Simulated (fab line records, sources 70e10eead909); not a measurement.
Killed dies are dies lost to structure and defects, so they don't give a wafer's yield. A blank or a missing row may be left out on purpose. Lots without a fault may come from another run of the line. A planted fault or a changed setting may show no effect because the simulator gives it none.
Chamber matching | flow nand_harc | NHARC_A_STAIRCASE_TRIM_187 on rie_diel-06: 4 sister chambers
The step chemistry O2, time 211.2 s. 33 wafers are shown with their chamber, then 12 later ones without.

WAFERS WITH THEIR CHAMBER
wafer  | chamber | showerhead_plenum_p_Torr (Torr) | drypump_motor_current_A (A) | rf_vpp_V (V)
L075.1 | 1       | 3.37                            | 5.6                         | 57.4
L075.4 | 2       | 3.79                            | 6.3                         | 58.9
L075.5 | 3       | 3.44                            | 6.3                         | 56.6
L078.1 | 0       | 3.44                            | 6.2                         | 57.7
L078.2 | 2       | 3.79                            | 6.3                         | 58.7
L078.6 | 3       | 3.43                            | 6.2                         | 55.9
L079.2 | 2       | 3.79                            | 6.3                         | 58.8
L079.4 | 0       | 3.44                            | 6.1                         | 57.8
L079.5 | 1       | 3.37                            | 5.5                         | 57.4
L081.1 | 1       | 3.36                            | 5.6                         | 58.0
L081.4 | 2       | 3.79                            | 6.3                         | 56.0
L081.5 | 3       | 3.43                            | 6.2                         | 57.0
L082.3 | 1       | 3.36                            | 5.6                         | 57.5
L082.4 | 3       | 3.43                            | 6.2                         | 56.9
L082.5 | 2       | 3.78                            | 6.4                         | 58.3
L083.3 | 0       | 3.43                            | 6.1                         | 57.7
L083.4 | 3       | 3.43                            | 6.2                         | 58.2
L083.6 | 2       | 3.78                            | 6.4                         | 58.1
L085.2 | 2       | 3.77                            | 6.4                         | 59.1
L085.3 | 1       | 3.36                            | 5.6                         | 56.7
L085.6 | 0       | 3.43                            | 6.2                         | 56.7
L088.2 | 3       | 3.41                            | 6.2                         | 57.7
L088.5 | 3       | 3.41                            | 6.3                         | 56.4
L088.6 | 0       | 3.42                            | 6.2                         | 57.7
L089.2 | 0       | 3.42                            | 6.1                         | 58.3
L089.4 | 1       | 3.35                            | 5.6                         | 57.4
L089.5 | 2       | 3.77                            | 6.4                         | 58.6
L091.2 | 1       | 3.35                            | 5.6                         | 56.0
L091.3 | 0       | 3.42                            | 6.1                         | 58.5
L091.4 | 3       | 3.41                            | 6.2                         | 57.7
L090.2 | 0       | 3.42                            | 6.1                         | 56.3
L090.4 | 3       | 3.41                            | 6.2                         | 56.1
L090.5 | 0       | 3.42                            | 6.1                         | 57.4

SIGNATURES (means of the wafers above)
reading                  | chamber 0 | chamber 1 | chamber 2 | chamber 3 | scatter within a chamber
showerhead_plenum_p_Torr | 3.4267    | 3.3600    | 3.7825    | 3.4222    | 0.00966
drypump_motor_current_A  | 6.133     | 5.586     | 6.350     | 6.222     | 0.047
rf_vpp_V                 | 57.567    | 57.200    | 58.312    | 56.944    | 0.792
Rule: a wafer's distance from a chamber is the root of the sum, over the readings, of the square of ((its reading less the chamber's mean) divided by the reading's scatter). The wafer belongs to the nearest chamber; if the next one is less than 2 further off, it can't be placed. The scatter: the root of (the sum of the squares of (reading less its chamber's mean) over the shown wafers, divided by (wafers less chambers)).

WAFERS WITHOUT THEIR CHAMBER
wafer  | showerhead_plenum_p_Torr (Torr) | drypump_motor_current_A (A) | rf_vpp_V (V)
L093.1 | 3.41                            | 6.1                         | 58.6
L093.2 | 3.34                            | 5.5                         | 54.9
L093.5 | 3.41                            | 6.3                         | 59.5
L095.1 | 3.76                            | 6.4                         | 58.4
L095.2 | 3.41                            | 6.1                         | 58.0
L095.6 | 3.34                            | 5.5                         | 57.3
L096.1 | 3.76                            | 6.4                         | 60.0
L096.4 | 3.40                            | 6.2                         | 56.7
L096.6 | 3.76                            | 6.4                         | 57.5
L097.1 | 3.40                            | 6.2                         | 57.4
L097.3 | 3.41                            | 6.1                         | 58.3
L097.5 | 3.76                            | 6.4                         | 57.4

WHICH CHAMBER EACH WENT THROUGH
wafer  | from the rows above     | in truth
L093.1 | can't be placed: 0 or 3 | 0
L093.2 | 1                       | 1
L093.5 | can't be placed: 3 or 0 | 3
L095.1 | 2                       | 2
L095.2 | can't be placed: 0 or 3 | 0
L095.6 | 1                       | 1
L096.1 | 2                       | 2
L096.4 | can't be placed: 3 or 0 | 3
L096.6 | 2                       | 2
L097.1 | can't be placed: 3 or 0 | 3
L097.3 | can't be placed: 0 or 3 | 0
L097.5 | 2                       | 2
Placed correctly: 6 of 12. Can't be placed from these rows: 6 (the true chamber is among the candidates in 6). Placed wrongly: 0.
